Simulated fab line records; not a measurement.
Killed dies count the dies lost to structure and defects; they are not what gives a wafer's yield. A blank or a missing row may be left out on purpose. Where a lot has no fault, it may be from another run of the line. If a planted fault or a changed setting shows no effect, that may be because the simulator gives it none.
fab line records | flow nand-harc
record: lots: 6 wafers: 18 last-day: 32
route steps=1302 shown A_CHANNEL_HOLE_D1@463 END@1302
lots that met no fault: from a run of the same line without faults
start-h: hours from the record's opening day to when the first of the lot's shown wafers began | wait-h: how many hours have passed since the lot's step before this one | " identical to the entry in the row above | L1.1+2: a row that stands for several wafers | - no value, or no start given | * or withheld: withheld | < > ~ a bound
route shown NAME@n: names a module that has steps shown in the file, with the first one's number in the route | usual: mean/standard deviation of fault-free wafers | same: alike in all rows | chamber/n: place in a boat | sites: each site's reading | _std_site: the values' standard deviation | _edge_site: inner sites' mean taken away from outer sites' mean | radius-mm: for every site, how far away it sits from the centre of the wafer | mask NAME#n: copy n | behind: the last tool/chamber to shape the wafer | hold: reason for holding the lot/hours on hold/outcome of the hold | device: names the non-switching transistor (n, p or np) | end of line: the same wafers' tests at the end of the route | step lacking rows: just its recipe | killed: count of dies lost to structure and defects at first sort (not the wafer's yield) | map: a wafer's dies, marking killed ones x, the rest . and places with no die _
set.NAME: the run value of the setting; set.NAME@STEP: its run value at that earlier step | model.NAME: the simulator's own value behind a step, which no gauge read
a table for each step, a row for each wafer; lots at some steps of the route
services: when a tool's chamber went out of use (start-h, in hours from the record's first day, below 0 if earlier), for how many hours, and the reason
== steps ==
step: NHARC_A_CHANNEL_HOLE_D1_OVL_MEAS_11
usual: overlay-x-nm: 0.0/0.8 overlay-y-nm: -0.1/0.96
columns lot.wafer tool chamber start-h wait-h overlay-x-nm overlay-y-nm
L205.3 overlay-01 - 255.35 - 0.3 -1.4
L205.4 " - " " 0.4 -1.2
L205.6 " - " " 0.0 -0.8
L206.1 overlay-01 - 273.90 - 0.3 -0.9
L206.3 " - " " 0.1 -0.5
L206.5 " - " " 0.1 -1.1
L207.1 overlay-01 - 275.74 - -0.6 0.4
L207.2 " - " " -0.4 0.9
L207.6 " - " " -0.6 0.6
L208.1 overlay-02 - 284.06 - 0.7 0.8
L208.3 " - " " 1.0 1.1
L208.5 " - " " 0.3 0.5
L211.2 overlay-02 - 322.63 - 1.3 0.5
L211.3 " - " " 1.6 0.5
L211.4 " - " " 1.5 0.7
L218.1 overlay-01 - 393.30 - 0.6 0.9
L218.2 " - " " 0.9 1.2
L218.5 " - " " 1.1 1.0
step: NHARC_A_CHANNEL_HOLE_D1_INSPECT_12
usual: raw-defect-count: 6/3.4
columns lot.wafer tool chamber start-h wait-h raw-defect-count
L205.3 defect-inspect-02 - 255.39 0.0 6
L205.4 " - " " 4
L205.6 " - " " 8
L206.1 defect-inspect-01 - 273.93 0.0 8
L206.3 " - " " 4
L206.5 " - " " 8
L207.1 defect-inspect-01 - 275.77 0.0 5
L207.2 " - " " 12
L207.6 " - " " 17
L208.1 defect-inspect-02 - 284.10 0.0 5
L208.3 " - " " 5
L208.5 " - " " 11
L211.2 defect-inspect-01 - 322.67 0.0 3
L211.3 " - " " 3
L211.4 " - " " 3
L218.1 defect-inspect-02 - 393.34 0.0 9
L218.2 " - " " 8
L218.5 " - " " 5
step: NHARC_A_CHANNEL_HOLE_D1_DESCUM_15
recipe: time-s: 3 o2-flow-sccm: 200 ar-flow-sccm: 0 bias-power-w: 0 chemistry: O2
step: NHARC_A_CHANNEL_HOLE_D1_ETCH_38
recipe: target-depth-a: 390 over-etch-frac: 0.3 time-s: 65 ion-energy-ev: 80 cf4-flow-sccm: 150 ar-flow-sccm: 0 rf-w: 300 bias-w: 100 chemistry: CF4
step: NHARC_A_CHANNEL_HOLE_D1_ETCH_39
recipe: target-depth-a: 2600 over-etch-frac: 0.3 time-s: 325 ion-energy-ev: 200 n2-flow-sccm: 150 h2-flow-sccm: 150 ar-flow-sccm: 0 rf-w: 400 bias-w: 150 chemistry: N2/H2
usual: drypump-motor-current-A: 5.6/0.51 oes-product-au: 0.997/0.011 rf-vpp-V: 431.2/2.4 showerhead-plenum-p-Torr: 2.06/0.08 throttle-valve-pct: 14.173/0.0085
same: time-s: 325
columns lot.wafer tool chamber start-h wait-h drypump-motor-current-A oes-product-au rf-hours-counter-h rf-vpp-V showerhead-plenum-p-Torr throttle-valve-pct
L205.3 rie-diel-09 2 - - 5.6 1.010 11 433.3 2.15 14.173
L205.6 " 0 " " 5.6 1.003 - 433.8 2.12 14.180
L205.4 " 3 " " 4.9 0.982 - 430.9 2.03 14.167
L206.1 rie-diel-09 2 - - 5.7 0.997 13 435.0 2.15 14.172
L206.3 " 3 " " 4.9 0.987 11 431.9 2.03 14.174
L206.5 " 0 " " 5.7 1.008 - 432.0 2.12 14.183
L207.1 rie-diel-09 0 - - 5.6 0.992 9 431.9 2.12 14.162
L207.2 " 2 " " 5.8 0.995 14 433.7 2.15 14.167
L207.6 " 0 " " 5.7 1.010 - 432.4 2.12 14.175
L208.3 rie-diel-09 0 - - 5.6 1.007 10 433.3 2.12 14.183
L208.1 " 2 " " 5.8 0.989 15 431.5 2.15 14.169
L208.5 " 3 " " 4.9 0.983 - 430.6 2.03 14.174
L211.4 rie-diel-03 1 - - 5.1 0.998 13 428.6 2.03 14.177
L211.3 " 3 " " 6.0 1.009 9 432.4 2.06 14.161
L211.2 " 0 " " 6.4 0.993 11 427.5 1.91 14.172
L218.1 rie-diel-09 1 - - 6.3 0.990 2 434.0 2.14 14.178
L218.2 " 0 " " 5.6 1.004 4 433.3 2.11 14.183
L218.5 " 1 " " 6.3 0.998 - 434.9 2.14 14.169
step: NHARC_A_CHANNEL_HOLE_D1_ETCH_34
recipe: target-depth-a: 1540 time-s: 77 cf4-flow-sccm: 100 chf3-flow-sccm: 30 ar-flow-sccm: 0 rf-w: 500 bias-w: 200 chemistry: CF4/CHF3
step: NHARC_A_CHANNEL_HOLE_D1_ETCH_16
recipe: target-depth-a: 31000 over-etch-frac: 0.3 time-s: 806 ion-energy-ev: 150 o2-flow-sccm: 400 cos-flow-sccm: 20 ar-flow-sccm: 0 rf-w: 500 bias-w: 300 chemistry: O2/COS
step: NHARC_A_CHANNEL_HOLE_D1_CD_MEAS_18
usual: cd-nm: 99.8/2.7
columns lot.wafer tool chamber start-h wait-h cd-nm
L205.3 cd-sem-03 - 256.76 - 97.8
L205.4 " - " " 100.7
L205.6 " - " " 101.4
L206.1 cd-sem-02 - 275.75 - 98.8
L206.3 " - " " 103.3
L206.5 " - " " 101.1
L207.1 cd-sem-01 - 277.25 - 102.4
L207.2 " - " " 102.0
L207.6 " - " " 101.5
L208.1 cd-sem-03 - 285.46 - 104.0
L208.3 " - " " 101.2
L208.5 " - " " 102.8
L211.2 cd-sem-02 - 323.83 - 97.4
L211.3 " - " " 97.6
L211.4 " - " " 99.5
L218.1 cd-sem-02 - 394.50 - 101.5
L218.2 " - " " 96.1
L218.5 " - " " 99.6
step: NHARC_A_CHANNEL_HOLE_D1_ETCH_19
recipe: bias-v: 1200 source-w: 2500 pressure-mtorr: 15 time-s: 34.5 ar-flow-sccm: 375 c4f8-flow-sccm: 28.8 o2-flow-sccm: 96.2 temp-c: -20 target-depth-a: * chemistry: C4F8/O2/Ar
usual: bias-v: 1196/10 drypump-motor-current-A: 5.37/0.29 oes-air-line-au: 1.001/0.021 showerhead-plenum-p-Torr: 3.69/0.11 throttle-valve-pct: 37.038/0.0096
same: time-s: 34.5
columns lot.wafer tool chamber start-h wait-h bias-v drypump-motor-current-A oes-air-line-au rf-hours-counter-h showerhead-plenum-p-Torr throttle-valve-pct
L205.3 har-etch-02 1 256.87 0.1 1190 5.74 0.988 - 3.68 37.025
L205.4 " 0 " " 1201 4.98 1.025 - 3.79 37.035
L205.6 " 1 " " 1188 5.72 0.974 - 3.68 37.029
L206.1 har-etch-01 1 275.83 0.1 1201 5.50 1.007 137 3.75 37.038
L206.3 " 0 " " 1199 5.30 1.056 - 3.54 37.035
L206.5 " 0 " " 1212 5.32 1.003 - 3.54 37.035
L207.2 har-etch-01 0 279.95 2.7 1212 5.28 0.992 141 3.54 37.038
L207.1 " 1 " " 1187 5.45 0.986 141 3.75 37.049
L207.6 " 1 " " 1189 5.46 1.012 - 3.75 37.018
L208.1 har-etch-01 0 285.55 0.1 1195 5.29 1.041 145 3.54 37.044
L208.3 " 0 " " 1189 5.31 1.049 - 3.54 37.035
L208.5 " 0 " " 1198 5.32 1.019 - 3.53 37.033
L211.2 har-etch-02 0 323.90 0.1 1196 4.96 0.995 371 3.77 37.026
L211.4 " 0 " " 1196 4.98 0.979 - 3.77 37.033
L211.3 " 1 " " 1201 5.72 0.983 - 3.65 37.030
L218.2 har-etch-02 1 398.18 3.7 1188 5.71 0.993 4 3.98 37.031
L218.1 " 0 " " 1222 4.96 0.990 4 3.75 37.032
L218.5 " 1 " " 1201 5.73 0.991 - 3.98 37.033
step: NHARC_A_CHANNEL_HOLE_D1_ETCH_20
recipe: bias-v: 3000 source-w: withheld pressure-mtorr: 20 time-s: 361.9 ar-flow-sccm: 375 c4f8-flow-sccm: 89.3 o2-flow-sccm: 35.7 temp-c: -20 target-depth-a: 16000 chemistry: C4F8/O2/Ar
step: NHARC_A_CHANNEL_HOLE_D1_ETCH_21
recipe: bias-v: 3000 source-w: withheld pressure-mtorr: 20 time-s: 514.3 ar-flow-sccm: 375 c4f8-flow-sccm: 89.3 o2-flow-sccm: 35.7 temp-c: -20 target-depth-a: 16000 chemistry: C4F8/O2/Ar
step: NHARC_A_CHANNEL_HOLE_D1_ETCH_22
recipe: bias-v: 3000 source-w: withheld pressure-mtorr: 20 time-s: 666.7 ar-flow-sccm: 375 c4f8-flow-sccm: 89.3 o2-flow-sccm: 35.7 temp-c: -20 target-depth-a: 16000 chemistry: C4F8/O2/Ar
usual: drypump-motor-current-A: 5.37/0.29 oes-air-line-au: 1.001/0.019 showerhead-plenum-p-Torr: 3.65/0.1 throttle-valve-pct: 32.154/0.0085
same: time-s: 666.7
columns lot.wafer tool chamber start-h wait-h drypump-motor-current-A oes-air-line-au rf-hours-counter-h showerhead-plenum-p-Torr throttle-valve-pct
L205.3 har-etch-02 1 257.90 0.4 5.76 0.997 - 3.64 32.149
L205.4 " 0 " " 4.99 0.973 - 3.75 32.152
L205.6 " 1 " " 5.76 1.029 - 3.64 32.149
L206.1 har-etch-01 1 276.69 0.4 5.47 0.996 138 3.70 32.167
L206.3 " 0 " " 5.30 0.987 - 3.50 32.152
L206.5 " 0 " " 5.33 0.992 - 3.50 32.147
L207.2 har-etch-01 0 280.81 0.4 5.30 1.014 142 3.50 32.140
L207.1 " 1 " " 5.48 0.990 142 3.70 32.150
L207.6 " 1 " " 5.46 1.000 - 3.70 32.161
L208.1 har-etch-01 0 286.49 0.4 5.33 1.000 146 3.50 32.139
L208.3 " 0 " " 5.32 1.019 - 3.50 32.163
L208.5 " 0 " " 5.31 1.045 - 3.50 32.154
L211.2 har-etch-02 0 324.77 0.4 4.98 1.002 371 3.72 32.163
L211.4 " 0 " " 4.97 1.024 - 3.73 32.164
L211.3 " 1 " " 5.72 0.992 - 3.61 32.162
L218.2 har-etch-02 1 399.05 0.4 5.74 1.013 5 3.93 32.146
L218.1 " 0 " " 4.98 1.000 5 3.70 32.148
L218.5 " 1 " " 5.73 1.022 - 3.93 32.169
step: NHARC_A_CHANNEL_HOLE_D1_ETCH_23
recipe: bias-v: 5000 source-w: withheld pressure-mtorr: 20 time-s: 819 ar-flow-sccm: 375 c4f8-flow-sccm: 89.3 o2-flow-sccm: 35.7 temp-c: -20 target-depth-a: 16000 chemistry: C4F8/O2/Ar
usual: drypump-motor-current-A: 5.37/0.29 oes-air-line-au: 0.996/0.019 showerhead-plenum-p-Torr: 3.65/0.1 throttle-valve-pct: 32.154/0.0084
same: time-s: 819
columns lot.wafer tool chamber start-h wait-h drypump-motor-current-A oes-air-line-au rf-hours-counter-h showerhead-plenum-p-Torr throttle-valve-pct
L205.3 har-etch-02 1 258.51 0.5 5.75 0.960 - 3.64 32.161
L205.4 " 0 " " 4.97 0.986 - 3.75 32.149
L205.6 " 1 " " 5.74 1.026 - 3.64 32.153
L206.1 har-etch-01 1 277.25 0.5 5.49 0.981 138 3.70 32.164
L206.3 " 0 " " 5.32 1.028 - 3.50 32.157
L206.5 " 0 " " 5.32 1.005 - 3.50 32.141
L207.2 har-etch-01 0 281.38 0.5 5.32 0.978 142 3.50 32.135
L207.1 " 1 " " 5.44 1.004 142 3.70 32.158
L207.6 " 1 " " 5.45 1.001 - 3.70 32.155
L208.1 har-etch-01 0 287.09 0.5 5.30 1.020 146 3.50 32.157
L208.3 " 0 " " 5.35 1.001 - 3.50 32.148
L208.5 " 0 " " 5.33 1.002 - 3.50 32.166
L211.2 har-etch-02 0 325.33 0.5 4.98 0.994 372 3.72 32.147
L211.4 " 0 " " 4.98 0.998 - 3.72 32.169
L211.3 " 1 " " 5.72 1.004 - 3.61 32.155
L218.2 har-etch-02 1 399.63 0.5 5.75 1.017 5 3.93 32.172
L218.1 " 0 " " 4.98 0.999 5 3.70 32.160
L218.5 " 1 " " 5.75 0.985 - 3.93 32.164
step: NHARC_A_CHANNEL_HOLE_D1_ETCH_24
recipe: bias-v: 5000 source-w: withheld pressure-mtorr: 20 time-s: 906.2 ar-flow-sccm: 375 c4f8-flow-sccm: 93.8 o2-flow-sccm: 31.2 temp-c: -20 target-depth-a: 15000 chemistry: C4F8/O2/Ar
usual: drypump-motor-current-A: 5.37/0.29 oes-air-line-au: 0.999/0.023 showerhead-plenum-p-Torr: 3.64/0.1 throttle-valve-pct: 32.236/0.0085
same: time-s: 906.2
columns lot.wafer tool chamber start-h wait-h drypump-motor-current-A oes-air-line-au rf-hours-counter-h showerhead-plenum-p-Torr throttle-valve-pct
L205.3 har-etch-02 1 259.23 0.6 5.73 1.015 - 3.63 32.220
L205.4 " 0 " " 4.95 1.004 - 3.74 32.245
L205.6 " 1 " " 5.75 0.994 - 3.63 32.235
L206.1 har-etch-01 1 277.94 0.6 5.47 0.996 139 3.70 32.225
L206.3 " 0 " " 5.33 1.002 - 3.50 32.232
L206.5 " 0 " " 5.30 0.979 - 3.50 32.241
L207.2 har-etch-01 0 282.07 0.6 5.29 0.976 143 3.50 32.246
L207.1 " 1 " " 5.46 1.030 143 3.70 32.237
L207.6 " 1 " " 5.46 1.033 - 3.70 32.247
L208.1 har-etch-01 0 287.79 0.6 5.28 0.959 147 3.50 32.227
L208.3 " 0 " " 5.30 0.958 - 3.50 32.228
L208.5 " 0 " " 5.27 1.002 - 3.50 32.235
L211.2 har-etch-02 0 326.02 0.6 4.98 0.953 373 3.72 32.248
L211.4 " 0 " " 4.95 0.966 - 3.72 32.238
L211.3 " 1 " " 5.75 1.036 - 3.61 32.233
L218.2 har-etch-02 1 400.32 0.6 5.75 0.970 6 3.92 32.236
L218.1 " 0 " " 4.95 1.025 6 3.70 32.238
L218.5 " 1 " " 5.73 0.987 - 3.92 32.229
step: NHARC_A_CHANNEL_HOLE_D1_ETCH_25
recipe: bias-v: 5000 source-w: withheld pressure-mtorr: 20 time-s: 1040.2 ar-flow-sccm: 375 c4f8-flow-sccm: 93.8 o2-flow-sccm: 31.2 temp-c: -20 target-depth-a: 15000 chemistry: C4F8/O2/Ar
step: NHARC_A_CHANNEL_HOLE_D1_ETCH_26
recipe: bias-v: 300 source-w: 2000 pressure-mtorr: 30 time-s: 224.1 ar-flow-sccm: 375 c4f8-flow-sccm: 11.4 o2-flow-sccm: 113.6 temp-c: -20 target-depth-a: 3000 chemistry: C4F8/O2/Ar
step: NHARC_A_CHANNEL_HOLE_D1_ETCH_33
recipe: bias-v: 400 source-w: 2000 pressure-mtorr: 25 time-s: 90 ar-flow-sccm: 375 c4f8-flow-sccm: 41.7 o2-flow-sccm: 83.3 temp-c: -20 target-depth-a: 4000 chemistry: C4F8/O2/Ar
step: NHARC_A_CHANNEL_HOLE_D1_STRIP_41
recipe: n2-flow-sccm: 150 h2-flow-sccm: 150 ar-flow-sccm: 0 bias-w: 0 chemistry: N2/H2
step: NHARC_A_CHANNEL_HOLE_D1_STRIP_42
recipe: cf4-flow-sccm: 100 chf3-flow-sccm: 30 ar-flow-sccm: 0 bias-w: 0 chemistry: CF4/CHF3
step: NHARC_A_CHANNEL_HOLE_D1_STRIP_43
recipe: o2-flow-sccm: 400 cos-flow-sccm: 20 ar-flow-sccm: 0 bias-w: 0 chemistry: O2/COS
step: NHARC_A_CHANNEL_HOLE_D1_ETCH_44
recipe: target-depth-a: 1400 overetch-a: 140 time-s: 77 ion-energy-ev: 100 cf4-flow-sccm: 80 o2-flow-sccm: 20 ar-flow-sccm: 0 rf-w: 300 bias-w: 100 chemistry: CF4/O2
step: NHARC_A_CHANNEL_HOLE_D1_STRIP_27
recipe: o2-flow-sccm: 500 ar-flow-sccm: 0 bias-w: 0 chemistry: O2
usual: drypump-motor-current-A: 5.7/0.5 oes-product-au: 0.998/0.012 rf-vpp-V: 57.9/0.86 showerhead-plenum-p-Torr: 3.59/0.12 throttle-valve-pct: 17.037/0.0088
columns lot.wafer tool chamber start-h wait-h drypump-motor-current-A oes-product-au rf-hours-counter-h rf-vpp-V showerhead-plenum-p-Torr throttle-valve-pct
L205.4 rie-diel-09 0 - - 5.6 1.001 8 59.2 3.65 17.061
L205.3 " 3 " " 4.9 0.972 11 56.9 3.51 17.037
L205.6 " 1 " " 6.3 1.018 - 58.7 3.68 17.042
L206.1 rie-diel-09 2 - - 5.7 0.999 15 56.4 3.70 17.047
L206.3 " 3 " " 4.8 0.983 13 57.4 3.51 17.037
L206.5 " 2 " " 5.7 1.000 - 58.1 3.71 17.033
L207.2 rie-diel-09 0 - - 5.7 1.000 11 55.9 3.65 17.021
L207.1 " 2 " " 5.8 0.997 15 56.7 3.70 17.044
L207.6 " 0 " " 5.7 1.009 - 58.9 3.65 17.060
L208.3 rie-diel-09 2 - - 5.7 0.991 16 58.1 3.70 17.040
L208.1 " 0 " " 5.6 0.998 11 59.0 3.65 17.028
L208.5 " 1 " " 6.3 1.003 - 58.0 3.68 17.034
L211.2 rie-diel-03 3 - - 6.0 1.014 12 57.3 3.56 17.041
L211.3 " 0 " " 6.4 0.989 14 57.7 3.33 17.038
L211.4 " 2 " " 6.2 1.010 17 58.3 3.49 17.037
L218.2 rie-diel-03 1 - - 5.1 1.000 50 56.7 3.50 17.029
L218.1 " 2 " " 6.2 1.014 42 55.9 3.48 17.023
L218.5 " 1 " " 5.1 0.994 - 57.9 3.50 17.043
step: NHARC_A_CHANNEL_HOLE_D1_PRECLEAN_28
recipe: time-s: * temp-c: 50 bath-age-min: 0 chemistry: SC1
step: NHARC_A_CHANNEL_HOLE_D1_SRD_29
step: NHARC_A_CHANNEL_HOLE_D1_CD_MEAS_30
usual: cd-nm: 89.7/1.5
columns lot.wafer tool chamber start-h wait-h cd-nm
L205.3 cd-sem-02 - 262.38 - 91.3
L205.4 " - " " 91.8
L205.6 " - " " 90.3
L206.1 cd-sem-02 - 281.50 0.1 89.0
L206.3 " - " " 91.2
L206.5 " - " " 89.4
L207.1 cd-sem-02 - 286.13 0.1 89.2
L207.2 " - " " 90.1
L207.6 " - " " 90.0
L208.1 cd-sem-01 - 291.04 - 88.6
L208.3 " - " " 91.4
L208.5 " - " " 90.6
L211.2 cd-sem-01 - 329.41 - 89.5
L211.3 " - " " 88.2
L211.4 " - " " 90.8
L218.1 cd-sem-01 - 403.69 - 89.4
L218.2 " - " " 90.8
L218.5 " - " " 90.4
step: NHARC_A_CHANNEL_HOLE_D1_XSEM_31
recipe: landing-energy-ev: 35000
usual: bot-cd-nm: 74.3/1.7 bow-nm: 8.58/0.24 tilt-deg: 0.08/0.037
columns lot.wafer tool chamber start-h wait-h bot-cd-nm bow-nm tilt-deg
L205.3 xsem-01 0 262.47 0.1 75.2 8.56 0.10
L205.4 " 0 " " 74.9 8.52 0.10
L205.6 " 0 " " 73.4 8.57 0.10
L206.1 xsem-01 0 281.59 0.1 73.9 8.22 0.07
L206.3 " 0 " " 77.2 8.27 0.07
L206.5 " 0 " " 75.1 8.24 0.07
L207.1 xsem-02 0 286.22 0.1 74.5 9.35 0.11
L207.2 " 0 " " 75.4 9.38 0.11
L207.6 " 0 " " 75.0 9.39 0.10
L208.1 xsem-02 0 291.15 0.1 72.5 10.22 0.08
L208.3 " 0 " " 75.8 10.28 0.08
L208.5 " 0 " " 73.9 10.23 0.08
L211.2 xsem-01 0 329.50 0.1 73.9 8.34 0.03
L211.3 " 0 " " 72.6 8.27 0.03
L211.4 " 0 " " 74.9 8.29 0.02
L218.1 xsem-01 0 403.78 0.1 74.8 8.48 0.12
L218.2 " 0 " " 75.8 8.51 0.12
L218.5 " 0 " " 76.8 8.52 0.12
step: NHARC_A_CHANNEL_HOLE_D1_INSPECT_40
usual: raw-defect-count: 76/23
columns lot.wafer tool chamber start-h wait-h raw-defect-count
L205.3 defect-inspect-02 - 262.56 - 76
L205.4 " - " " 76
L205.6 " - " " 102
L206.1 defect-inspect-02 - 281.69 - 44
L206.3 " - " " 55
L206.5 " - " " 61
L207.1 defect-inspect-01 - 286.32 - 46
L207.2 " - " " 47
L207.6 " - " " 62
L208.1 defect-inspect-01 - 291.25 - 60
L208.3 " - " " 64
L208.5 " - " " 59
L211.2 defect-inspect-02 - 329.60 - 90
L211.3 " - " " 80
L211.4 " - " " 118
L218.1 defect-inspect-01 - 403.88 - 47
L218.2 " - " " 42
L218.5 " - " " 53
step: NHARC_END_SORT_01
recipe: temp-c: 25
usual: killed-at-array: 50/16 killed-at-other: 0.8/1 killed-at-periphery: 4/3.1 killed-dies: 54/16 killed-open: 3.2/2 killed-short: 2.5/1.6
same: gross-dies: 677
columns lot.wafer tool chamber start-h wait-h killed-at-array killed-at-other killed-at-periphery killed-dies killed-open killed-short
L205.3 prober-01 0 627.37 3.1 76 1 13 90 4 3
L205.4 prober-01 0 628.16 3.4 64 2 12 78 5 2
L205.6 prober-01 0 629.74 4.0 79 0 11 90 5 2
L206.1 prober-01 0 650.89 2.5 24 1 2 27 3 1
L206.3 prober-01 0 652.49 3.1 34 0 2 36 7 1
L206.5 prober-01 0 654.08 3.7 21 0 1 22 1 2
L207.1 prober-02 0 656.84 2.5 28 0 11 39 3 1
L207.2 prober-02 0 657.63 2.8 40 1 5 46 2 0
L207.6 prober-02 0 660.78 3.9 36 0 12 48 4 1
L211.2 prober-02 0 713.43 2.8 51 0 5 56 6 1
L211.3 prober-02 0 714.23 3.1 69 0 2 71 2 1
L211.4 prober-02 0 715.03 3.4 50 0 4 54 3 1
L218.1 prober-01 0 773.61 2.5 50 2 4 56 2 3
L218.2 prober-01 0 774.42 2.8 46 1 6 53 9 3
L218.5 prober-01 0 776.86 3.7 35 0 6 41 1 1
killed by level:class
L205.3 A_CHANNEL_HOLE_D1:chamber-film-flake=31 A_SLIT:chamber-film-flake=22 A_CHANNEL_HOLE_D2:chamber-film-flake=11 P_CONTACT:chamber-film-flake=7 P_M1:chamber-film-flake=4 A_M1:chamber-film-flake=2 P_M1:geometric-particle:short=1 P_M2:geometric-particle:open=1
L205.4 A_CHANNEL_HOLE_D1:chamber-film-flake=23 A_SLIT:chamber-film-flake=21 A_CHANNEL_HOLE_D2:chamber-film-flake=8 P_CONTACT:chamber-film-flake=5 P_STI:chamber-film-flake=2 P_M1:chamber-film-flake=2 A_M1:chamber-film-flake=2 THIN_TSV:chamber-film-flake=2
L205.6 A_CHANNEL_HOLE_D1:chamber-film-flake=33 A_SLIT:chamber-film-flake=23 A_CHANNEL_HOLE_D2:chamber-film-flake=8 P_CONTACT:chamber-film-flake=5 P_M1:chamber-film-flake=3 A_STAIRCASE:chamber-film-flake=2 A_WL_FILL:chamber-film-flake=2 P_CONTACT:geometric-particle:open=1
L206.1 A_STAIRCASE:chamber-film-flake=4 A_M0:chamber-film-flake=4 A_CHANNEL_HOLE_D1:chamber-film-flake=3 A_SLIT:chamber-film-flake=3 A_CONTACT:geometric-particle:open=2 A_DECK1_JOINT:chamber-film-flake=2 A_CHANNEL_FILL_D1:geometric-particle:short=1 A_SGD_CUT:geometric-particle:open=1
L206.3 A_CHANNEL_HOLE_D1:chamber-film-flake=7 A_DECK1_JOINT:chamber-film-flake=4 A_M0:chamber-film-flake=4 A_STAIRCASE:chamber-film-flake=3 A_SLIT:chamber-film-flake=3 A_ONON_D1:geometric-particle:open=2 A_CHANNEL_HOLE_D2:unspecified=2 A_CHANNEL_HOLE_D2:chamber-film-flake=2
L206.5 A_CHANNEL_HOLE_D1:chamber-film-flake=6 A_SLIT:chamber-film-flake=5 A_STAIRCASE:chamber-film-flake=4 A_CONTACT:chamber-film-flake=2 A_CHANNEL_FILL_D1:geometric-particle:short=1 A_SGD_CUT:geometric-particle:short=1 A_CONTACT:geometric-particle:open=1 P_ZERO_WELL:chamber-film-flake=1
L207.1 A_CHANNEL_HOLE_D2:chamber-film-flake=14 A_STAIRCASE:chamber-film-flake=6 P_CONTACT:chamber-film-flake=4 P_M2:chamber-film-flake=3 A_CHANNEL_HOLE_D1:chamber-film-flake=3 P_STI:chamber-film-flake=2 P_GATE:geometric-particle:short=1 P_GATE:geometric-particle:open=1
L207.2 A_CHANNEL_HOLE_D2:chamber-film-flake=15 A_STAIRCASE:chamber-film-flake=9 A_CONTACT:chamber-film-flake=9 A_CHANNEL_HOLE_D1:chamber-film-flake=4 P_CONTACT:chamber-film-flake=3 P_CONTACT:geometric-particle:open=1 A_ONON_D2:geometric-particle:open=1 P_M2:chamber-film-flake=1
L207.6 A_CHANNEL_HOLE_D2:chamber-film-flake=14 A_STAIRCASE:chamber-film-flake=14 P_M2:chamber-film-flake=6 P_CONTACT:chamber-film-flake=3 A_CONTACT:chamber-film-flake=3 A_CHANNEL_HOLE_D1:chamber-film-flake=2 P_CONTACT:geometric-particle:open=1 P_M0:geometric-particle:open=1
L211.2 A_CHANNEL_HOLE_D2:chamber-film-flake=17 A_CHANNEL_HOLE_D1:chamber-film-flake=10 A_CONTACT:chamber-film-flake=10 A_WL_FILL:chamber-film-flake=4 A_SLIT:chamber-film-flake=3 P_M0:geometric-particle:open=2 A_M1:chamber-film-flake=2 P_CONTACT:geometric-particle:open=1
L211.3 A_CHANNEL_HOLE_D1:chamber-film-flake=28 A_CHANNEL_HOLE_D2:chamber-film-flake=21 A_CONTACT:chamber-film-flake=11 A_M1:chamber-film-flake=4 A_SLIT:chamber-film-flake=3 P_CONTACT:geometric-particle:open=1 A_DECK1_JOINT:geometric-particle:open=1 A_ONON_D2:geometric-particle:short=1
L211.4 A_CHANNEL_HOLE_D1:chamber-film-flake=18 A_CHANNEL_HOLE_D2:chamber-film-flake=13 A_CONTACT:chamber-film-flake=10 A_STAIRCASE:chamber-film-flake=3 P_M2:chamber-film-flake=2 P_CONTACT:geometric-particle:short=1 P_CONTACT:geometric-particle:open=1 A_ONON_D2:geometric-particle:open=1
L218.1 A_CHANNEL_HOLE_D2:chamber-film-flake=25 A_SLIT:chamber-film-flake=9 A_CONTACT:chamber-film-flake=6 P_M1:chamber-film-flake=2 A_WL_FILL:chamber-film-flake=2 THIN_TSV:chamber-film-flake=2 A_SOURCE_PLATE:geometric-particle:open=1 A_ONON_D1:geometric-particle:short=1
L218.2 A_CHANNEL_HOLE_D2:chamber-film-flake=21 A_SLIT:chamber-film-flake=6 A_CHANNEL_FILL_D1:chamber-film-flake=3 P_ZERO_WELL:chamber-film-flake=2 A_STAIRCASE:chamber-film-flake=2 A_CONTACT:chamber-film-flake=2 P_STI:geometric-particle:open=1 P_M0:geometric-particle:short=1
L218.5 A_CHANNEL_HOLE_D2:chamber-film-flake=20 A_SLIT:chamber-film-flake=5 P_GATE:chamber-film-flake=3 A_WL_FILL:chamber-film-flake=3 P_ZERO_WELL:chamber-film-flake=2 A_CHANNEL_HOLE_D1:chamber-film-flake=2 A_CONTACT:chamber-film-flake=2 P_GATE:geometric-particle:short=1
== services ==
columns tool chamber start-h hours kind
rie-diel-03 0 237.81 4.4 repair
rie-diel-09 0 250.10 - clean
rie-diel-09 1 250.10 - clean
rie-diel-09 2 250.10 - clean
rie-diel-09 3 250.10 - clean
rie-diel-09 1 255.39 4.3 repair
rie-diel-03 3 261.51 4.8 repair
rie-diel-09 1 266.29 18.7 repair
rie-diel-09 0 274.65 - clean
rie-diel-09 2 274.65 - clean
rie-diel-09 3 274.65 - clean
rie-diel-03 - 281.30 9.0 pm
rie-diel-09 - 320.10 9.0 pm
rie-diel-09 1 349.39 13.8 repair
rie-diel-09 3 373.33 1.9 repair
xsem-01 - 374.00 14.0 pm
har-etch-02 - 377.00 17.0 pm
har-etch-02 0 377.00 17.0 vent-cycle
har-etch-02 1 377.00 17.0 vent-cycle
har-etch-02 0 394.00 - clean
har-etch-02 0 394.00 - consumable-replace:focus-ring
har-etch-02 1 394.00 - clean
har-etch-02 1 394.00 - consumable-replace:focus-ring
har-etch-02 1 394.00 - consumable-replace:showerhead
== key ==
first-sign: step: NHARC_A_CHANNEL_HOLE_D1_XSEM_31 reading: bow-nm direction: up sigmas: 5.1 usual: 8.58 struck: 9.81
effect none on later readings
met-at NHARC_A_CHANNEL_HOLE_D1_ETCH_23
struck-wafers L207.1,L207.2,L207.6,L208.1,L208.3,L208.5
tester-left-out L207,L208
onset-between 277.25 281.38
also-fits NHARC_A_CHANNEL_HOLE_D1_ETCH_19:har-etch-01,NHARC_A_CHANNEL_HOLE_D1_ETCH_22:har-etch-01,NHARC_A_CHANNEL_HOLE_D1_ETCH_24:har-etch-01,NHARC_A_CHANNEL_HOLE_D1_STRIP_27:rie-diel-09
fault: kind: process-parameter-drift tool: har-etch-01 chamber: - onset-h: 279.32 steps: NHARC_A_CHANNEL_HOLE_D1_ETCH_23 channel: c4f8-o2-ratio offset: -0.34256 shape: step end-h: 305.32 acts-in: these-recipes-only stated: 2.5
tester-left-out: of these lots the tester's yield and bins aren't shown, on N5 and GAA mostly nor the transistor test; their killed dies are dies lost to structure and defects alone, not to doping, threshold or leakage, so they don't give the yield
